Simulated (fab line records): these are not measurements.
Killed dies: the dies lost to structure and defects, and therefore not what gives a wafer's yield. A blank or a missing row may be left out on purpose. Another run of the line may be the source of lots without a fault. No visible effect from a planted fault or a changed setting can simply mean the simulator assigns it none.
A struck lot beside a sound one -- flow nand_harc -- 43 steps out of a route of 1302
Sound: these wafers, L988.1, L988.2, L988.4. Wafers L997.2, L997.4, L997.5 were the ones struck. The cause is given at the end.
For every step that has rows: the tool of each side, followed by ch and its chambers, followed by its first start. Under that, the readings that differ: sound wafers -- struck wafers -- difference of the means -- sigmas: that difference in standard deviations of wafers without a fault.
alike: a reading whose means differ by less than 2 such deviations, as well as words and numbers matching on both sides. not compared: withheld readings; readings where some wafer has no value; bounds like >300 that might hide an equal value; numbers whose values overlap and for which the record gives no deviation.
The two part at a step that has a row with sigmas, a row that says differs or no value, or rows on one side only. Numbers that don't overlap but have no deviation are shown without sigmas and don't part them. Lack of a reading on every wafer of one side parts them only where that side has two or more wafers.

first, 1 step without rows for these wafers: NHARC_P_STI_ANNEAL_34 (time 1800 s).
NHARC_P_STI_CMP_21: polishes, t overpolish 20 s, target thk 380.67 nm.
  sound on cmp-04 ch 0,1,3, day 4 12:26; struck on cmp-04 ch 1,2,3, day 8 06:55
  alike: motor_current_A, overpolish_run_s
then, 7 steps without rows for these wafers: NHARC_P_STI_SRD_35; NHARC_P_STI_ETCH_36 (etches SiO2 in dHF, target depth 38.8 nm); NHARC_P_STI_STRIP_24 (strips Si3N4 in H3PO4); NHARC_P_STI_ETCH_37 (etches SiO2 in dHF, target depth 11 nm); NHARC_P_STI_PRECLEAN_38 (cleans in SC1); NHARC_P_STI_SRD_39; NHARC_P_STI_OXIDE_40 (material SiO2, target thk 10 nm, ox time 1362 s).
NHARC_P_STI_INSPECT_25:
  sound on defect_inspect-01 at day 5 00:22; struck on defect_inspect-01 at day 8 16:12
  alike: raw_defect_count
then, 1 step without rows for these wafers: NHARC_P_GATE_ETCH_69 (etches SiO2 in dHF, target depth 14 nm).
NHARC_P_GATE_PRECLEAN_70: cleans in SC1.
  sound on wet_bench-07 ch 0,2,7, day 5 00:31; struck on wet_bench-07 ch 0,3,6, day 8 16:21
then, 10 steps without rows for these wafers: NHARC_P_GATE_SRD_01; NHARC_P_GATE_OXIDE_02 (material SiO2, target thk 37.5 nm, ox time 365 s); NHARC_P_GATE_DEHYDRATE_03 (time 120 s); NHARC_P_GATE_HMDS_04 (time 30 s); NHARC_P_GATE_COAT_05; NHARC_P_GATE_SOFTBAKE_06 (time 95 s); NHARC_P_GATE_EBR_07; NHARC_P_GATE_EXPOSE_08 (exposes mask P HV); NHARC_P_GATE_PEB_09 (peb time 85 s); NHARC_P_GATE_DEVELOP_10 (time 70 s).
NHARC_P_GATE_CD_MEAS_11: target cd 1640 nm.
  sound on cd_sem-03 ch 0, day 5 08:41; struck on cd_sem-01 ch 0, day 9 00:41
  alike: cd_nm
then, 1 step without rows for these wafers: NHARC_P_GATE_HARDBAKE_12 (time 80 s).
NHARC_P_GATE_DESCUM_13: chemistry O2, time 3 s.
  sound on rie_diel-13 ch 0,2,3, day 5 08:50; struck on rie_diel-06 ch 0,2,3, day 9 00:51
  alike: drypump_motor_current_A, mfc_ar_sccm, oes_product_au, rf_vpp_V, showerhead_plenum_p_Torr, throttle_valve_pct
  not compared: rf_hours_counter_h
then, 6 steps without rows for these wafers: NHARC_P_GATE_ETCH_14 (etches SiO2 in dHF, target depth 48.8 nm); NHARC_P_GATE_STRIP_15 (strips in SPM, time 780 s); NHARC_P_GATE_PRECLEAN_71 (cleans in SC1); NHARC_P_GATE_SRD_72; NHARC_P_GATE_OXIDE_16 (material SiO2, target thk 3 nm, ox time 392 s); NHARC_P_GATE_CVD_17 (deposits poly-Si, target thk 150 nm, time 900 s).
NHARC_P_GATE_HM_DEP_102: deposits aC, target thk 120 nm.
  sound on acl_dep-01 ch 0, day 5 22:04; struck on acl_dep-02 ch 0, day 9 17:50
  alike: throttle_valve_pct
NHARC_P_GATE_DEP_103: deposits SiON, target thk 30 nm.
  sound on pecvd-02 ch 1,2, day 5 22:44; struck on pecvd-02 ch 0,2, day 9 18:28
  alike: heater_power_w
then, 8 steps without rows for these wafers: NHARC_P_GATE_DEHYDRATE_18 (time 120 s); NHARC_P_GATE_HMDS_19 (time 30 s); NHARC_P_GATE_COAT_20 (resist thk 90 nm); NHARC_P_GATE_SOFTBAKE_21 (time 55 s); NHARC_P_GATE_EBR_22; NHARC_P_GATE_EXPOSE_23 (exposes mask P GATE, target cd 120 nm); NHARC_P_GATE_PEB_24 (peb time 65 s); NHARC_P_GATE_DEVELOP_25 (develop time 35 s).
-- record jumps: 19 days between struck wafers' starts before vs after; left off in module P_GATE, resumes in module END, first step shown is number 1301 of the route --
NHARC_END_WLT_00:
  sound on prober-01 at day 25 08:29; struck on prober-01 at day 28 19:32
reading,sound,struck,difference,sigmas
VT_DECK1_BOTTOM,0.862 0.873 0.865,0.898 0.896 0.892,+0.029,+4
VT_DECK1_BOTTOM_INNER,0.872 0.880 0.853,0.897 0.899 0.882,+0.024,+3
VT_DECK1_MEDIAN_NEAR_BOTTOM,0.869 0.873 0.872,0.893 0.899 0.887,+0.022,+3
VT_DECK1_MEDIAN_NEAR_BOTTOM_INNER,0.862 0.874 0.870,0.895 0.898 0.893,+0.027,+4
VT_DECK1_MIDDLE,0.875 0.888 0.884,0.905 0.904 0.908,+0.023,+3
VT_DECK1_MIDDLE_INNER,0.873 0.886 0.884,0.904 0.906 0.910,+0.026,+4
VT_DECK1_TOP,0.892 0.892 0.894,0.917 0.919 0.922,+0.027,+4
VT_DECK1_TOP_INNER,0.896 0.889 0.887,0.922 0.917 0.921,+0.029,+4
VT_DECK2_BOTTOM,0.877 0.874 0.862,0.896 0.901 0.898,+0.027,+4
VT_DECK2_BOTTOM_INNER,0.872 0.874 0.866,0.894 0.896 0.896,+0.025,+4
VT_DECK2_MEDIAN_NEAR_BOTTOM,0.886 0.874 0.868,0.889 0.902 0.893,+0.019,+3
VT_DECK2_MEDIAN_NEAR_BOTTOM_INNER,0.878 0.875 0.872,0.889 0.901 0.886,+0.017,+2
VT_DECK2_MIDDLE,0.887 0.878 0.875,0.910 0.909 0.900,+0.026,+4
VT_DECK2_MIDDLE_INNER,0.890 0.881 0.880,0.911 0.915 0.903,+0.026,+4
VT_DECK2_TOP,0.905 0.902 0.900,0.922 0.923 0.906,+0.015,+2
VT_DECK2_TOP_INNER,0.891 0.897 0.894,0.918 0.916 0.922,+0.025,+4
after that, 1 step had no rows for these wafers: NHARC_END_SORT_01.

## WHERE THEY PART
Only at NHARC_END_WLT_00, as far as this record shows.

WHY: what had been put in by the simulator
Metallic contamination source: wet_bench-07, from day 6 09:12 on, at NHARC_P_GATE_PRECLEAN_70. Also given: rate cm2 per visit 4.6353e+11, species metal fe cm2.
